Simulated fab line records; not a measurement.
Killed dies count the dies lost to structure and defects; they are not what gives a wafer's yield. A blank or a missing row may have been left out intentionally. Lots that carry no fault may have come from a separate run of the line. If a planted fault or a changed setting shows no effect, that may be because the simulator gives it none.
2 desks, one fault / flow nand harc / what lay behind the numbers comes last; until then each desk has only its own

## AT THE METROLOGY DESK
Means of the sampled wafers that have a number, per lot and without regard to the tool the lot ran on: this is what the gauges read. The brackets show how far a lot's mean lies from the usual mean; more than 4 standard deviations puts the lot out of limits, marked OUT.
Columns: A = cd nm at NHARC_P_ZERO_WELL_CD_MEAS_11, usual 500.4 nm; B = cd nm at NHARC_P_GATE_CD_MEAS_59, usual 718.1 nm
lot=L176; first seen here=day 1 13:14; A=500.7; B=718.3
lot=L177; first seen here=day 1 19:07; A=502.0; B=720.3
lot=L178; first seen here=day 2 01:07; A=500.1; B=717.1
lot=L179; first seen here=day 2 07:07; A=500.5; B=720.2
lot=L181; first seen here=day 2 19:14; A=504.8; B=720.2
lot=L183; first seen here=day 3 07:14; A=499.8; B=720.1
lot=L186; first seen here=day 4 01:15; A=499.3; B=719.3
lot=L187; first seen here=day 4 07:18; A=501.4; B=720.5
lot=L189; first seen here=day 4 19:10; A=503.8; B=716.0
lot=L190; first seen here=day 5 01:14; A=500.4; B=719.9
lot=L193; first seen here=day 5 19:07; A=501.1; B=722.0
lot=L194; first seen here=day 6 01:07; A=504.6; B=716.0
lot=L195; first seen here=day 6 07:07; A=499.6; B=719.4
lot=L196; first seen here=day 6 13:14; A=499.0; B=717.3
lot=L199; first seen here=day 7 07:18; A=497.4; B=716.7
Result from this desk: across the 15 lots, nothing is out of limits.

## FOR THE TOOL OWNER'S DESK: ald sin-02
The tool's own readings at NHARC_P_GATE_ALD_36 (deposits SiNx, target thk 20 nm, pulse time 60 s, ald cycles 223): means of the sampled wafers that have a number, for each lot that ran on this tool. The brackets show how far a lot's mean lies from the usual mean; more than 4 standard deviations puts the lot out of limits, marked OUT.
Columns: A = heater power w at NHARC_P_GATE_ALD_36, usual 840 W; B = precursor pulse height rel at NHARC_P_GATE_ALD_36, usual 1.000
lot=L176; first seen here=day 4 13:04; A=820; B=1.005
lot=L183; first seen here=day 6 14:11; A=866; B=1.000
lot=L187; first seen here=day 7 08:43; A=792; B=1.005
lot=L189; first seen here=day 8 01:56; A=873; B=0.986
lot=L190; first seen here=day 8 06:14; A=784; B=0.990
lot=L194; first seen here=day 9 12:23; A=808; B=0.974
Result from this desk: across the 6 lots, nothing is out of limits.

## TAKEN TOGETHER
Metrology desk: nothing out of limits seen.
Nothing out of limits was seen by the tool owner's desk.

## WHAT WAS PUT IN BY THE SIMULATOR
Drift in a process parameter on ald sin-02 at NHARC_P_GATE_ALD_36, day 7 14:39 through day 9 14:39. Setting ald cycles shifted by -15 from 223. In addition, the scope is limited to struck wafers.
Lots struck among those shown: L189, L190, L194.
